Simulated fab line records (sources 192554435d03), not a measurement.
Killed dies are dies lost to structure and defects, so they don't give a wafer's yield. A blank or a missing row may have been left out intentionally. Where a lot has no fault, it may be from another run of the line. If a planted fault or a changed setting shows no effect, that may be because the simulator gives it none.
fab line records	flow n5-finfet
record: lots: 8	wafers: 24	last-day: 17
route steps=1938 shown BEOL_M0_SAQP@664 BEOL_M0_CUTY@710 BEOL_M4@1111 PASSIVATION@1936
lots with no fault: from the same line, run without faults
start-h: the number of hours between the record's first day and the start of the first shown wafer of the lot	wait-h: hours from the lot's prior step to this one	" identical to the entry in the row above	L1.1+2: a single row standing in for several wafers	- no value present, or no start provided	* or withheld: withheld	< > ~ a bound
route shown NAME@n: names a module that has steps shown in the file, with the first one's number in the route	usual: mean/standard deviation of fault-free wafers	same: alike in all rows	chamber/n: place in a boat	sites: readings site by site	_std_site: the standard deviation of these	_edge_site: mean of outer sites minus mean of inner sites	radius-mm: for every site, how far away it sits from the centre of the wafer	mask NAME#n: copy n	behind: the tool/chamber that last shaped the wafer	hold: why the lot went on hold/how many hours it stayed there/how the hold came to an end	device: whichever transistor did not switch (one of n, p or np)	end of line: tests run on the same wafers once the route is complete	a step given without rows: its recipe and nothing more	killed: at the first sort, the dies lost to defects and structure; wafer yield is something else	map: a wafer's dies, marking killed ones x, the rest . and places with no die _
set.NAME: the setting the step ran with; set.NAME@STEP: the setting that earlier step ran with	model.NAME: the simulator's own value behind a step, which no gauge read
steps of the route over a sample of lots; a table a step, a row a wafer
services: a tool's chamber out of use, with start hour (start-h, from the record's first day; less than 0 if before it), hours out, and reason
== steps ==
step: N5_BEOL_M0_SAQP_SPACER1_ETCHBACK_99
recipe: chemistry: CHF3/O2	mode: anisotropic-etchback	target: SiO2	target-depth-a: 154	time-s: 7.7	pressure-mtorr: 30	source-w: 650	bias-w: 170	Ar_flow_sccm: 200	CHF3_flow_sccm: 50	O2_flow_sccm: 5	ion-energy-ev: 200
usual: drypump-motor-current-A: 6.0/0.55	oes_o_777_au: 0.77/0.08	oes-product-au: 0.76/0.08	rf-fwd-power-W: 645.5/2.2	rf-vpp-V: 523/19	showerhead-plenum-p-Torr: 2.38/0.07	throttle-valve-pct: 18.97/0.21
lot.wafer	tool	chamber	start-h	wait-h	drypump-motor-current-A	oes_o_777_au	oes-product-au	rf-fwd-power-W	rf-hours-counter-h	rf-vpp-V	showerhead-plenum-p-Torr	throttle-valve-pct
L537.1	rie-diel-06	3	140.30	0.3	6.8	0.68	0.70	649.2	214	543	2.27	18.94
L537.2	"	0	"	"	6.1	0.81	0.80	644.5	97	500	2.45	19.10
L537.3	"	2	"	"	4.9	0.74	0.73	644.6	194	512	2.38	19.11
L538.2	rie-diel-06	0	143.65	0.3	6.1	0.81	0.80	645.8	98	500	2.45	19.09
L538.5	"	3	"	"	6.8	0.68	0.69	648.2	-	542	2.26	18.95
L538.6	"	0	"	"	6.1	0.81	0.79	643.6	-	502	2.45	19.10
L540.2	rie-diel-06	2	159.12	0.3	4.9	0.74	0.72	637.5	199	510	2.38	19.11
L540.3	"	0	"	"	6.1	0.81	0.79	645.3	102	501	2.45	19.11
L540.5	"	0	"	"	6.1	0.80	0.80	644.3	-	501	2.45	19.11
L541.1	rie-diel-06	3	163.25	0.3	6.8	0.68	0.69	647.0	220	542	2.26	18.97
L541.3	"	0	"	"	6.1	0.79	0.80	643.3	104	499	2.45	19.10
L541.4	"	2	"	"	4.9	0.74	0.73	641.3	-	510	2.38	19.11
L551.1	rie-diel-06	2	225.08	0.3	4.9	0.72	0.70	644.5	225	512	2.37	19.13
L551.2	"	0	"	"	6.1	0.78	0.77	646.8	128	501	2.44	19.14
L551.5	"	0	"	"	6.1	0.78	0.77	648.4	-	499	2.44	19.15
L553.1	rie-diel-06	0	236.25	0.3	6.1	0.78	0.78	646.6	131	501	2.44	19.14
L553.3	"	2	"	"	4.9	0.72	0.70	646.3	229	509	2.37	19.14
L553.4	"	1	"	"	6.0	0.98	0.96	643.5	9	533	2.35	18.74
L554.2	rie-diel-06	2	250.79	0.3	4.9	0.71	0.70	644.3	233	509	2.37	19.16
L554.3	"	0	"	"	6.1	0.77	0.77	647.2	135	500	2.44	19.16
L554.6	"	2	"	"	4.9	0.71	0.70	648.5	-	510	2.37	19.16
L555.3	rie-diel-06	0	252.18	0.7	6.2	0.77	0.76	647.3	135	501	2.44	19.17
L555.5	"	0	"	"	6.1	0.77	0.76	646.3	-	500	2.44	19.16
L555.6	"	2	"	"	4.9	0.72	0.69	643.6	-	509	2.37	19.15
step: N5_BEOL_M0_SAQP_MANDREL_ETCH_103
recipe: chemistry: HBr/Cl2	target: a-Si	target-depth-a: 450	bt-time-s: 10	stop-on: SiCN	mask-material: SiO2	over-etch-frac: 0.8	time-s: 27	pressure-mtorr: 10	icp-w: 800	bias-w: 75	HBr_flow_sccm: 150	Cl2_flow_sccm: 80	ends: end-point
usual: drypump-motor-current-A: 5.9/0.41	oes-product-au: 0.679/0.011	rf-fwd-power-W: 794/3	throttle-valve-pct: 35.4/0.38
lot.wafer	tool	chamber	start-h	wait-h	drypump-motor-current-A	oes-product-au	rf-fwd-power-W	rf-hours-counter-h	throttle-valve-pct
L537.1	rie-si-06	3	140.75	0.0	5.7	0.685	789	99	35.5
L537.2	"	0	"	"	6.4	0.670	793	82	35.4
L537.3	"	1	"	"	6.0	0.646	796	70	35.1
L538.2	rie-si-06	1	144.02	0.0	6.0	0.664	794	70	35.1
L538.5	"	0	"	"	6.3	0.683	796	-	35.4
L538.6	"	3	"	"	5.7	0.692	789	-	35.5
L540.2	rie-si-01	2	159.49	0.0	5.1	0.697	795	0	34.9
L540.3	"	0	"	"	6.3	0.669	797	52	35.3
L540.5	"	1	"	"	5.7	0.700	795	-	35.8
L541.1	rie-si-05	3	163.66	0.0	5.5	0.669	795	86	35.8
L541.3	"	0	"	"	6.4	0.668	792	3	35.0
L541.4	"	2	"	"	6.0	0.688	793	140	36.2
L551.1	rie-si-01	3	225.45	0.0	6.4	0.670	792	161	34.9
L551.2	"	1	"	"	5.7	0.677	792	87	35.8
L551.5	"	3	"	"	6.4	0.683	796	-	34.9
L553.1	rie-si-05	3	236.62	0.0	5.5	0.677	800	87	35.8
L553.3	"	1	"	"	5.4	0.699	799	11	35.2
L553.4	"	0	"	"	6.4	0.681	792	4	35.0
L554.2	rie-si-06	3	251.16	0.0	5.7	0.676	786	101	35.5
L554.3	"	0	"	"	6.3	0.669	793	85	35.4
L554.6	"	1	"	"	6.0	0.665	795	-	35.0
L555.3	rie-si-05	1	252.81	0.0	5.4	0.692	797	11	35.2
L555.5	"	1	"	"	5.4	0.695	798	-	35.2
L555.6	"	2	"	"	6.0	0.686	795	-	36.2
step: N5_BEOL_M0_SAQP_CD_MEAS_40
recipe: target-cd-nm: 30	landing-energy-ev: 500	detector: se-inlens
usual: cd-nm: 30.07/0.28
lot.wafer	tool	chamber	start-h	wait-h	cd-nm
L537.1	cd-sem-03	0	146.58	-	29.64
L537.2	"	0	"	"	30.00
L537.3	"	0	"	"	29.75
L538.2	cd-sem-01	0	146.63	-	29.84
L538.5	"	0	"	"	29.92
L538.6	"	0	"	"	29.81
L540.2	cd-sem-03	0	161.38	-	29.83
L540.3	"	0	"	"	29.62
L540.5	"	0	"	"	29.96
L541.1	cd-sem-01	0	165.67	-	30.25
L541.3	"	0	"	"	29.70
L541.4	"	0	"	"	30.07
L551.1	cd-sem-02	0	227.48	-	30.18
L551.2	"	0	"	"	30.36
L551.5	"	0	"	"	29.91
L553.1	cd-sem-03	0	238.84	-	30.27
L553.3	"	0	"	"	30.06
L553.4	"	0	"	"	30.52
L554.2	cd-sem-02	0	253.25	-	30.45
L554.3	"	0	"	"	30.32
L554.6	"	0	"	"	30.36
L555.3	cd-sem-02	0	255.08	-	30.01
L555.5	"	0	"	"	30.09
L555.6	"	0	"	"	30.04
step: N5_BEOL_M0_SAQP_INSPECT_42
recipe: mode: adi	inspect-instrument: brightfield
usual: raw-defect-count: 324/98
lot.wafer	tool	chamber	start-h	wait-h	raw-defect-count
L537.1	defect-inspect-02	-	146.67	0.1	240
L537.2	"	-	"	"	276
L537.3	"	-	"	"	337
L538.2	defect-inspect-01	-	146.72	0.0	1261
L538.5	"	-	"	"	1064
L538.6	"	-	"	"	1076
L540.2	defect-inspect-02	-	161.47	0.0	974
L540.3	"	-	"	"	904
L540.5	"	-	"	"	1032
L541.1	defect-inspect-02	-	165.76	0.1	1036
L541.3	"	-	"	"	1017
L541.4	"	-	"	"	1068
L551.1	defect-inspect-02	-	227.57	0.1	331
L551.2	"	-	"	"	188
L551.5	"	-	"	"	191
L553.1	defect-inspect-01	-	238.93	0.1	247
L553.3	"	-	"	"	313
L553.4	"	-	"	"	423
L554.2	defect-inspect-01	-	253.34	0.0	297
L554.3	"	-	"	"	380
L554.6	"	-	"	"	174
L555.3	defect-inspect-01	-	255.17	0.0	214
L555.5	"	-	"	"	328
L555.6	"	-	"	"	366
step: N5_BEOL_M0_SAQP_DESCUM_45
recipe: chemistry: O2	time-s: 7	source-power-w: 50	bias-power-w: 20	pressure-mtorr: 20	rf-frequency-hz: 2.712e+07	temp-c: 40	resist: CAR-EUV	o2-flow-sccm: 225
usual: drypump-motor-current-A: 6.0/0.58	oes-product-au: 0.76/0.08	rf-fwd-power-W: 49.40/0.18	rf-vpp-V: 242.9/1.3	showerhead-plenum-p-Torr: 2.07/0.061	throttle-valve-pct: 20.52/0.23
lot.wafer	tool	chamber	start-h	wait-h	drypump-motor-current-A	oes-product-au	rf-fwd-power-W	rf-hours-counter-h	rf-vpp-V	showerhead-plenum-p-Torr	throttle-valve-pct
L537.1	rie-diel-04	3	146.70	0.0	5.6	0.76	49.39	156	243.6	2.18	20.87
L537.2	"	1	"	"	6.5	0.90	49.42	23	241.5	2.04	20.70
L537.3	"	2	"	"	5.1	0.86	49.30	39	242.2	2.01	20.16
L538.2	rie-diel-06	0	146.75	0.0	6.1	0.79	49.13	98	243.4	2.11	20.52
L538.5	"	3	"	"	6.8	0.69	49.43	-	240.1	1.97	20.45
L538.6	"	0	"	"	6.1	0.79	49.37	-	243.3	2.11	20.54
L540.2	rie-diel-04	2	161.50	0.0	5.1	0.85	49.30	43	241.4	2.01	20.17
L540.3	"	1	"	"	6.4	0.89	49.72	28	241.5	2.04	20.70
L540.5	"	0	"	"	6.4	0.71	49.61	-	241.8	2.11	20.31
L541.1	rie-diel-06	0	165.98	0.2	6.1	0.78	49.36	105	242.8	2.11	20.51
L541.3	"	3	"	"	6.8	0.68	49.53	222	240.8	1.97	20.46
L541.4	"	0	"	"	6.1	0.79	49.24	-	242.2	2.11	20.53
L551.1	rie-diel-06	3	227.87	0.3	6.8	0.68	49.47	246	241.9	1.96	20.50
L551.2	"	0	"	"	6.1	0.77	49.50	129	244.3	2.10	20.57
L551.5	"	3	"	"	6.8	0.67	49.71	-	241.2	1.96	20.50
L553.1	rie-diel-06	3	239.33	0.4	6.8	0.68	49.62	249	241.3	1.96	20.51
L553.3	"	2	"	"	4.9	0.69	49.34	230	242.8	2.06	20.74
L553.4	"	1	"	"	5.9	0.94	49.06	10	241.9	2.06	20.43
L554.2	rie-diel-04	0	253.87	0.5	6.4	0.69	49.50	203	243.0	2.09	20.36
L554.3	"	2	"	"	5.2	0.82	49.32	71	242.5	2.00	20.23
L554.6	"	3	"	"	5.6	0.74	49.57	-	245.5	2.17	20.92
L555.3	rie-diel-06	2	255.43	0.3	4.9	0.69	49.23	236	242.7	2.06	20.75
L555.5	"	1	"	"	6.0	0.91	49.04	-	242.4	2.05	20.43
L555.6	"	2	"	"	4.9	0.68	49.31	-	243.2	2.06	20.73
step: N5_BEOL_M0_CUTY_INSPECT_59
recipe: mode: adi	inspect-instrument: macro
usual: raw-defect-count: 2.0/1.6
lot.wafer	tool	chamber	start-h	wait-h	raw-defect-count
L537.1	defect-inspect-01	-	148.07	0.0	2
L537.2	"	-	"	"	0
L537.3	"	-	"	"	2
L538.2	defect-inspect-01	-	148.54	0.0	>300
L538.5	"	-	"	"	>300
L538.6	"	-	"	"	>300
L540.2	defect-inspect-02	-	162.87	0.0	>300
L540.3	"	-	"	"	>300
L540.5	"	-	"	"	>300
L541.1	defect-inspect-01	-	167.33	0.0	>300
L541.3	"	-	"	"	>300
L541.4	"	-	"	"	>300
L551.1	defect-inspect-01	-	229.39	0.0	4
L551.2	"	-	"	"	2
L551.5	"	-	"	"	1
L553.1	defect-inspect-02	-	240.68	0.0	0
L553.3	"	-	"	"	4
L553.4	"	-	"	"	0
L554.2	defect-inspect-02	-	255.23	0.0	1
L554.3	"	-	"	"	3
L554.6	"	-	"	"	3
L555.3	defect-inspect-01	-	256.95	0.0	2
L555.5	"	-	"	"	1
L555.6	"	-	"	"	0
step: N5_BEOL_M4_RC_MEAS_101
usual: DIBL_N: 36.0/2.5	DIBL_P: 36.3/2.8	IOFF_N: 0.16/0.042	IOFF_P: 0.21/0.045	ION_N: 673/15	ION_P: 463/8.1	SS_N: 71.4/0.73	SS_P: 73.3/0.92	VT_N: 251/4.1	VT_P: -250/3.4
lot.wafer	tool	chamber	start-h	wait-h	DIBL_N[mV/V]	DIBL_P[mV/V]	IOFF_N[nA/um]	IOFF_P[nA/um]	ION_N[uA/um]	ION_P[uA/um]	SS_N[mV/dec]	SS_P[mV/dec]	VT_N[mV]	VT_P[mV]
L537.1	prober-01	0	195.75	0.0	37.0	38.0	0.18	0.22	679	462	71.9	74.2	247	-251
L537.2	"	0	"	"	32.8	33.0	0.11	0.16	667	458	70.5	72.3	255	-254
L537.3	"	0	"	"	33.5	33.6	0.11	0.16	654	454	70.8	73.0	255	-252
L538.2	prober-01	0	201.20	0.2	34.9	36.7	0.14	0.19	651	447	70.6	73.5	250	-250
L538.5	"	0	"	"	38.7	41.8	0.22	0.27	687	470	72.4	75.0	247	-250
L538.6	"	0	"	"	33.5	35.7	0.13	0.19	681	466	71.0	72.7	251	-251
L540.2	prober-01	0	213.67	0.2	36.0	36.3	0.17	0.19	679	455	71.6	74.0	248	-254
L540.3	"	0	"	"	37.7	38.7	0.19	0.24	670	459	72.0	74.3	248	-252
L540.5	"	0	"	"	36.6	37.0	0.18	0.20	675	452	71.2	74.5	246	-252
L541.1	prober-01	0	217.55	0.0	34.2	35.2	0.16	0.23	682	471	70.8	72.9	246	-246
L541.3	"	0	"	"	36.0	37.6	0.18	0.27	687	472	71.3	74.4	248	-245
L541.4	"	0	"	"	34.7	36.7	0.15	0.25	667	469	71.9	72.9	253	-248
L551.1	prober-02	0	287.84	0.0	37.8	37.4	0.16	0.20	669	454	71.5	73.2	250	-253
L551.2	"	0	"	"	37.6	36.8	0.15	0.19	669	452	71.2	72.4	252	-254
L551.5	"	0	"	"	41.4	42.1	0.22	0.28	677	463	73.0	73.5	248	-248
L553.1	prober-01	0	292.84	0.0	39.0	39.9	0.23	0.25	691	460	73.0	74.0	245	-250
L553.3	"	0	"	"	35.4	35.2	0.15	0.18	669	452	71.5	73.2	253	-254
L553.4	"	0	"	"	38.2	38.7	0.19	0.23	692	466	72.7	74.3	250	-251
L554.2	prober-01	0	299.74	0.2	38.9	42.2	0.22	0.32	692	476	71.6	74.1	246	-242
L554.3	"	0	"	"	36.7	38.1	0.17	0.25	676	470	71.0	72.9	248	-247
L554.6	"	0	"	"	39.7	42.3	0.23	0.32	701	472	71.7	74.1	241	-243
L555.3	prober-02	0	310.37	0.3	37.7	39.1	0.19	0.27	683	477	71.8	73.7	248	-245
L555.5	"	0	"	"	33.0	32.4	0.10	0.17	649	458	69.8	72.1	256	-256
L555.6	"	0	"	"	34.5	34.2	0.13	0.19	669	467	71.2	73.2	253	-251
step: N5_PASSIVATION_PROBE_49
usual: defect-limited-yield: 91.0/1.4	killed_at_M0_to_M3: 36/11	killed_at_M4_up: 13/5.4	killed-at-contacts: 12/6.4	killed-at-front-end: 41/13	killed-at-other: 2.9/2.3	killed-dies: 106/17	killed-open: 70/12	killed-short: 34/8.4	sort_bin_5_function: 5.2/1	sort_bin_6_memory: 3.4/0.63	sort-n-pass: 1074/18	sort-yield-pct: 91.0/1.6
same: gross-dies: 1180	killed-at-back-side: 0	sort_bin_4_leakage[%]: 0	sort_bin_8_speed[%]: 0
lot.wafer	tool	chamber	start-h	wait-h	defect-limited-yield[%]	killed_at_M0_to_M3	killed_at_M4_up	killed-at-contacts	killed-at-front-end	killed-at-other	killed-dies	killed-open	killed-short	sort_bin_5_function[%]	sort_bin_6_memory[%]	sort-n-pass	sort-yield-pct[%]
L537.1	prober-02	-	297.53	0.0	90.2	25	12	15	64	0	116	71	43	6.1	3.2	1064	90.2
L537.2	prober-02	-	297.58	0.1	88.6	33	18	13	69	1	134	95	39	6.9	4.1	1046	88.6
L537.3	prober-02	-	297.63	0.1	89.3	31	13	4	75	3	126	77	41	5.7	3.9	1054	89.3
L538.2	prober-02	-	306.69	0.1	81.9	166	8	4	32	4	214	59	23	10.7	4.2	966	81.9
L538.5	prober-02	-	306.84	0.2	81.7	161	10	11	32	2	216	60	29	11.2	4.2	964	81.7
L538.6	prober-02	-	306.89	0.3	81.0	167	17	10	29	1	224	62	33	11.4	4.3	956	81.0
L540.2	prober-02	-	319.33	0.1	82.2	148	12	7	42	1	210	57	29	11.0	3.2	970	82.2
L540.3	prober-02	-	319.38	0.1	81.1	148	7	11	56	1	223	68	30	12.0	3.7	957	81.1
L540.5	prober-02	-	319.48	0.2	79.9	153	12	9	61	2	237	67	46	13.3	4.0	943	79.9
L541.1	prober-02	-	322.86	0.0	80.6	165	7	12	44	1	229	65	32	12.7	4.6	951	80.6
L541.3	prober-02	-	322.96	0.1	81.7	161	3	14	35	3	216	55	32	11.4	4.9	964	81.7
L541.4	prober-02	-	323.01	0.2	83.1	147	7	12	24	9	199	45	26	11.6	3.1	981	83.1
L551.1	prober-01	-	386.64	0.0	89.3	36	7	33	50	0	126	77	49	6.7	3.6	1054	89.3
L551.2	prober-01	-	386.69	0.1	91.2	29	7	16	48	4	104	73	29	4.9	3.7	1076	91.2
L551.5	prober-01	-	386.84	0.2	90.6	43	9	18	41	0	111	74	34	5.6	3.6	1069	90.6
L553.1	prober-02	-	395.36	0.0	92.2	30	9	8	43	2	92	76	16	4.8	2.9	1088	92.2
L553.3	prober-02	-	395.46	0.1	93.2	17	4	11	42	6	80	59	21	4.1	2.7	1100	93.2
L553.4	prober-02	-	395.51	0.2	92.9	27	15	8	30	4	84	54	23	4.5	1.9	1096	92.9
L554.2	prober-01	-	395.57	0.1	89.7	19	30	24	43	5	121	88	30	5.4	4.7	1059	89.7
L554.3	prober-01	-	395.62	0.1	90.5	24	19	8	54	7	112	71	40	5.4	3.6	1068	90.5
L554.6	prober-01	-	395.77	0.3	89.7	35	22	12	42	10	121	91	29	6.1	3.8	1059	89.7
L555.3	prober-02	-	418.40	0.1	93.2	22	19	9	29	1	80	61	18	4.3	2.5	1100	93.2
L555.5	prober-02	-	418.50	0.2	90.7	52	8	3	43	4	110	77	33	4.9	4.1	1070	90.7
L555.6	prober-02	-	418.55	0.3	93.4	32	16	3	19	8	78	51	25	3.8	2.6	1102	93.4
killed by level:class
L537.1 FIN_SAQP:geometric-particle:short=14 STI_FIN_REVEAL:geometric-particle:open=13 FIN_SAQP:geometric-particle:open=12 MOL_CONTACT_COAG:geometric-particle:open=9 BEOL_M3:geometric-particle:open=8 BEOL_M4:geometric-particle:open=7 BEOL_M0_SAQP:geometric-particle:open=6 STI_FIN_REVEAL:geometric-particle:short=5
L537.2 FIN_SAQP:geometric-particle:short=20 STI_FIN_REVEAL:geometric-particle:open=20 FIN_SAQP:geometric-particle:open=13 BEOL_M3:geometric-particle:open=13 MOL_CONTACT_COAG:geometric-particle:open=10 BEOL_M4:geometric-particle:open=10 BEOL_M2:geometric-particle:open=6 BEOL_M0_SAQP:geometric-particle:open=5
L537.3 STI_FIN_REVEAL:geometric-particle:open=18 FIN_SAQP:geometric-particle:short=14 FIN_SAQP:geometric-particle:open=13 BEOL_M0_SAQP:geometric-particle:open=9 BEOL_M3:geometric-particle:open=8 HKMG_FIN:area-etch=7 STI_FIN_REVEAL:geometric-particle:short=5 BEOL_M0_SAQP:geometric-particle:short=5
L538.2 BEOL_M0_SAQP:unspecified=132 BEOL_M3:geometric-particle:open=18 FIN_SAQP:geometric-particle:open=10 GATE_CUT:geometric-particle:short=8 BEOL_M1:geometric-particle:open=4 BEOL_M3:geometric-particle:short=4 MOL_CONTACT_COAG:geometric-particle:open=3 BEOL_M2:geometric-particle:open=3
L538.5 BEOL_M0_SAQP:unspecified=127 FIN_SAQP:geometric-particle:open=11 BEOL_M0_SAQP:geometric-particle:open=10 BEOL_M3:geometric-particle:open=9 MOL_CONTACT_COAG:geometric-particle:open=8 BEOL_M0_SAQP:geometric-particle:short=7 BEOL_M4:geometric-particle:open=6 FIN_SAQP:geometric-particle:short=5
L538.6 BEOL_M0_SAQP:unspecified=129 BEOL_M0_SAQP:geometric-particle:short=10 BEOL_M0_SAQP:geometric-particle:open=9 MOL_CONTACT_COAG:geometric-particle:open=8 BEOL_M4:geometric-particle:open=8 BEOL_M3:geometric-particle:open=6 GATE_CUT:geometric-particle:open=5 FIN_SAQP:geometric-particle:open=4
L540.2 BEOL_M0_SAQP:unspecified=123 STI_FIN_REVEAL:geometric-particle:open=16 BEOL_M1:geometric-particle:open=7 MOL_CONTACT_COAG:geometric-particle:open=5 FIN_SAQP:geometric-particle:short=4 FIN_SAQP:geometric-particle:open=4 BEOL_M0_SAQP:geometric-particle:short=4 BEOL_M0:geometric-particle:open=4
L540.3 BEOL_M0_SAQP:unspecified=125 STI_FIN_REVEAL:geometric-particle:open=18 FIN_SAQP:geometric-particle:short=14 FIN_SAQP:geometric-particle:open=10 MOL_CONTACT_COAG:geometric-particle:open=10 BEOL_M1:geometric-particle:open=8 BEOL_M0:geometric-particle:open=5 GATE_CUT:geometric-particle:open=4
L540.5 BEOL_M0_SAQP:unspecified=124 FIN_SAQP:geometric-particle:short=18 STI_FIN_REVEAL:geometric-particle:open=14 FIN_SAQP:geometric-particle:open=12 MOL_CONTACT_COAG:geometric-particle:open=8 BEOL_M4:geometric-particle:open=7 BEOL_M1:geometric-particle:short=6 ILD0:geometric-particle:short=5
L541.1 BEOL_M0_SAQP:unspecified=132 MOL_CONTACT_COAG:geometric-particle:open=12 DUMMY_GATE:geometric-particle:open=11 BEOL_M0_SAQP:geometric-particle:short=11 STI_FIN_REVEAL:geometric-particle:open=10 BEOL_M0_SAQP:geometric-particle:open=8 FIN_SAQP:geometric-particle:short=7 FIN_SAQP:geometric-particle:open=5
L541.3 BEOL_M0_SAQP:unspecified=128 STI_FIN_REVEAL:geometric-particle:open=16 MOL_CONTACT_COAG:geometric-particle:open=11 BEOL_M2:geometric-particle:open=10 BEOL_M0_SAQP:geometric-particle:short=7 BEOL_M1:geometric-particle:short=4 FIN_SAQP:geometric-particle:open=3 STI_FIN_REVEAL:geometric-particle:short=3
L541.4 BEOL_M0_SAQP:unspecified=127 STI_FIN_REVEAL:geometric-particle:open=6 MOL_CONTACT_COAG:geometric-particle:short=6 MOL_CONTACT_COAG:geometric-particle:open=6 BEOL_M1:geometric-particle:open=6 BEOL_M0_SAQP:geometric-particle:short=5 STARTING-WAFER:geometric-particle:short=5 DUMMY_GATE:geometric-particle:open=4
L551.1 MOL_CONTACT_COAG:geometric-particle:open=21 MOL_CONTACT_COAG:geometric-particle:short=12 FIN_SAQP:geometric-particle:open=9 FIN_SAQP:geometric-particle:short=9 STI_FIN_REVEAL:geometric-particle:open=8 BEOL_M2:geometric-particle:open=8 BEOL_M0_SAQP:geometric-particle:short=6 BEOL_M1:geometric-particle:open=6
L551.2 MOL_CONTACT_COAG:geometric-particle:open=12 BEOL_M2:geometric-particle:open=11 FIN_SAQP:geometric-particle:short=10 FIN_SAQP:geometric-particle:open=9 STI_FIN_REVEAL:geometric-particle:open=7 BEOL_M3:geometric-particle:open=7 DUMMY_GATE:geometric-particle:open=5 ILD0:geometric-particle:open=4
L551.5 MOL_CONTACT_COAG:geometric-particle:open=14 STI_FIN_REVEAL:geometric-particle:open=11 BEOL_M2:geometric-particle:open=10 FIN_SAQP:geometric-particle:open=8 BEOL_M3:geometric-particle:short=7 BEOL_M3:geometric-particle:open=7 BEOL_M0_SAQP:geometric-particle:open=5 BEOL_M2:geometric-particle:short=5
L553.1 STI_FIN_REVEAL:geometric-particle:open=15 BEOL_M3:geometric-particle:open=11 FIN_SAQP:geometric-particle:open=10 MOL_CONTACT_COAG:geometric-particle:open=8 BEOL_M0:geometric-particle:open=6 BEOL_M0_SAQP:geometric-particle:open=4 STARTING-WAFER:geometric-particle:open=4 FIN_SAQP:geometric-particle:short=3
L553.3 FIN_SAQP:geometric-particle:open=9 MOL_CONTACT_COAG:geometric-particle:open=9 STI_FIN_REVEAL:geometric-particle:open=8 BEOL_M1:geometric-particle:open=8 ILD0:geometric-particle:open=7 BEOL_M3:geometric-particle:open=5 STARTING-WAFER:geometric-particle:open=5 STI_FIN_REVEAL:geometric-particle:short=4
L553.4 BEOL_M3:geometric-particle:open=11 FIN_SAQP:geometric-particle:open=6 STI_FIN_REVEAL:geometric-particle:open=6 HKMG_FIN:area-etch=6 BEOL_M2:geometric-particle:open=4 MOL_CONTACT_COAG:geometric-particle:short=4 MOL_CONTACT_COAG:geometric-particle:open=4 GATE_CUT:geometric-particle:short=3
L554.2 BEOL_M4:geometric-particle:open=19 MOL_CONTACT_COAG:geometric-particle:open=15 STI_FIN_REVEAL:geometric-particle:open=11 FIN_SAQP:geometric-particle:open=8 MOL_CONTACT_COAG:geometric-particle:short=8 FIN_SAQP:geometric-particle:short=6 BEOL_M1:geometric-particle:open=6 BEOL_M5:geometric-particle:open=4
L554.3 STI_FIN_REVEAL:geometric-particle:open=16 FIN_SAQP:geometric-particle:open=9 MOL_CONTACT_COAG:geometric-particle:open=7 BEOL_M4:geometric-particle:open=7 FIN_SAQP:geometric-particle:short=6 BEOL_M0_SAQP:geometric-particle:short=6 STI_FIN_REVEAL:geometric-particle:short=5 BEOL_M2:geometric-particle:open=5
L554.6 BEOL_M4:geometric-particle:open=17 MOL_CONTACT_COAG:geometric-particle:open=11 FIN_SAQP:geometric-particle:open=10 BEOL_M0:geometric-particle:open=8 FIN_SAQP:geometric-particle:short=7 DUMMY_GATE:geometric-particle:open=7 BEOL_M0_SAQP:geometric-particle:open=7 STI_FIN_REVEAL:geometric-particle:open=6
L555.3 BEOL_M4:geometric-particle:open=12 DUMMY_GATE:geometric-particle:open=7 MOL_CONTACT_COAG:geometric-particle:open=7 BEOL_M0_SAQP:geometric-particle:open=6 FIN_SAQP:geometric-particle:short=4 FIN_SAQP:geometric-particle:open=4 BEOL_M2:geometric-particle:open=4 STARTING-WAFER:geometric-particle:open=4
L555.5 FIN_SAQP:geometric-particle:open=17 BEOL_M1:geometric-particle:open=13 BEOL_M0_SAQP:geometric-particle:open=11 BEOL_M0_SAQP:geometric-particle:short=10 STARTING-WAFER:geometric-particle:open=8 FIN_SAQP:geometric-particle:short=6 BEOL_M0:geometric-particle:open=5 BEOL_M3:geometric-particle:open=5
L555.6 BEOL_M0_SAQP:geometric-particle:open=6 BEOL_M0:geometric-particle:open=6 BEOL_M8:geometric-particle:open=6 FIN_SAQP:geometric-particle:short=4 STI_FIN_REVEAL:geometric-particle:open=4 BEOL_M0_SAQP:geometric-particle:short=4 BEOL_M1:geometric-particle:open=4 BEOL_M3:geometric-particle:open=4
== services ==
tool	chamber	start-h	hours	kind
rie-diel-06	2	117.44	3.9	repair
rie-si-06	3	123.82	5.0	repair
rie-si-01	2	125.64	-	clean
rie-si-01	2	125.64	14.3	scheduled-down
rie-si-01	2	125.64	14.3	vent-cycle
rie-diel-06	3	129.47	5.2	repair
rie-diel-06	1	155.83	-	clean
rie-diel-06	1	155.83	-	consumable-replace:focus-ring
rie-diel-06	1	155.83	41.8	scheduled-down
rie-diel-06	1	155.83	41.8	vent-cycle
rie-si-01	-	177.36	0.2	repair
rie-si-05	1	189.28	1.7	repair
rie-diel-04	-	189.36	0.7	repair
rie-si-05	-	198.54	10.3	repair
rie-diel-06	1	200.94	9.8	repair
rie-si-01	-	201.91	4.3	pm
rie-si-05	-	208.86	14.6	pm
rie-si-01	1	237.12	1.9	repair
rie-si-06	1	238.23	2.6	repair
rie-diel-06	3	243.38	-	clean
rie-diel-06	3	243.38	-	consumable-replace:focus-ring
rie-diel-06	3	243.38	-	consumable-replace:showerhead
rie-diel-06	3	243.38	15.5	scheduled-down
rie-diel-06	3	243.38	15.5	vent-cycle
== key ==
first-sign: step: N5_BEOL_M0_SAQP_INSPECT_42	reading: raw-defect-count	direction: up	sigmas: 7.4	usual: 324	struck: 1048
effect: step: N5_BEOL_M0_CUTY_INSPECT_59	reading: raw-defect-count	direction: up	sigmas: 99+	usual: 2.0	struck: >300
effect: step: N5_PASSIVATION_PROBE_49	reading: killed_at_M0_to_M3	direction: up	sigmas: 11	usual: 36	struck: 157
more-kills-born-at: N5_BEOL_M0_SAQP_SPACER1_ETCHBACK_99@rie-diel-06: 1147
met-at N5_BEOL_M0_SAQP_SPACER1_ETCHBACK_99
struck-lots L538,L540,L541
not-acting-at N5_BEOL_M0_SAQP_MANDREL_ETCH_103,N5_BEOL_M0_SAQP_CD_MEAS_40,N5_BEOL_M0_SAQP_DESCUM_45
onset-between 140.30 143.65
fault: kind: chamber-particle-source	tool: rie-diel-06	chamber: -	onset-h: 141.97	steps: N5_BEOL_M0_SAQP_SPACER1_ETCHBACK_99	rate-per-visit-cm2: 1.1158	end-h: 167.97
